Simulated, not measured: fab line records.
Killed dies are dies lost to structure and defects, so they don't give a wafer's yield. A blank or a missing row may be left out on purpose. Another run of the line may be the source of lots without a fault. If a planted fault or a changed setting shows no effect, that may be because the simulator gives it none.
Which tool did it?	flow n5_finfet	9 lots with 27 wafers sampled at 3 steps, on a route of 1938 steps

## WHAT EACH GAUGE READ, for each wafer
N5_DUMMY_GATE_CD_MEAS_15: target cd 25.8 nm.
lot	measured	on	cd_nm (nm)
L521	day 3 03:34	cd_sem-03	25.04 25.05 25.19
L526	day 4 13:12	cd_sem-02	24.74 24.95 25.06
L528	day 4 22:58	cd_sem-03	25.24 25.02 25.16
L529	day 5 06:03	cd_sem-01	25.01 24.68 24.86
L532	day 6 00:59	cd_sem-02	25.15 25.72 25.26
L534	day 6 14:07	cd_sem-01	25.75 26.01 25.46
L539	day 7 20:07	cd_sem-02	25.98 25.41 25.72
L540	day 8 01:03	cd_sem-01	25.01 24.75 24.66
L542	day 8 11:41	cd_sem-03	24.71 25.28 24.83

## TOOL THAT RAN EACH LOT (tool first, then ch and the chambers of the sampled wafers, then the start)
lot	N5_STI_FIN_REVEAL_ETCH_34	N5_DUMMY_GATE_EXPOSE_12
L521	rie_si-02 ch 1,2, day 2 18:15	euv_scanner-01 ch 0, day 3 03:26
L526	rie_si-03 ch 1,2,3, day 4 01:31	euv_scanner-01 ch 0, day 4 13:05
L528	rie_si-03 ch 1,2,3, day 4 12:39	euv_scanner-02 ch 0, day 4 22:50
L529	rie_si-02 ch 2,3, day 4 18:44	euv_scanner-01 ch 0, day 5 05:56
L532	rie_si-02 ch 0,2,3, day 5 13:55	euv_scanner-01 ch 0, day 6 00:52
L534	rie_si-06 ch 0,1,2, day 6 04:58	euv_scanner-01 ch 0, day 6 14:00
L539	rie_si-03 ch 1,2,3, day 7 07:00	euv_scanner-01 ch 0, day 7 20:00
L540	rie_si-03 ch 1,3, day 7 15:38	euv_scanner-02 ch 0, day 8 00:56
L542	rie_si-02 ch 1,2, day 8 02:10	euv_scanner-02 ch 0, day 8 11:34
- N5_STI_FIN_REVEAL_ETCH_34: etches Si in H2, material Si, target depth 0.97 nm.
- N5_DUMMY_GATE_EXPOSE_12: exposes mask GATE, target cd 25 nm.

## THE ANSWER, worked out from the rows above alone
Rule: usual is defined by the lots themselves. Put in order of their means at a reading, lots are off if they are a third of the lots or fewer, leave a main group of 4 or more, and stand apart from it by a gap of 3 or more times the standard deviation of the main group's means; of several such gaps the widest counts. If all means in a main group match to the digits the tables above print for the reading, that group is not used. Also off: a lot with no number at a reading for which 4 or more lots have one. The other lots that the step has rows for count as sound.
No lot is off on any of the readings shown, so nothing can be concluded from this.

## WHAT WAS PUT IN BY THE SIMULATOR
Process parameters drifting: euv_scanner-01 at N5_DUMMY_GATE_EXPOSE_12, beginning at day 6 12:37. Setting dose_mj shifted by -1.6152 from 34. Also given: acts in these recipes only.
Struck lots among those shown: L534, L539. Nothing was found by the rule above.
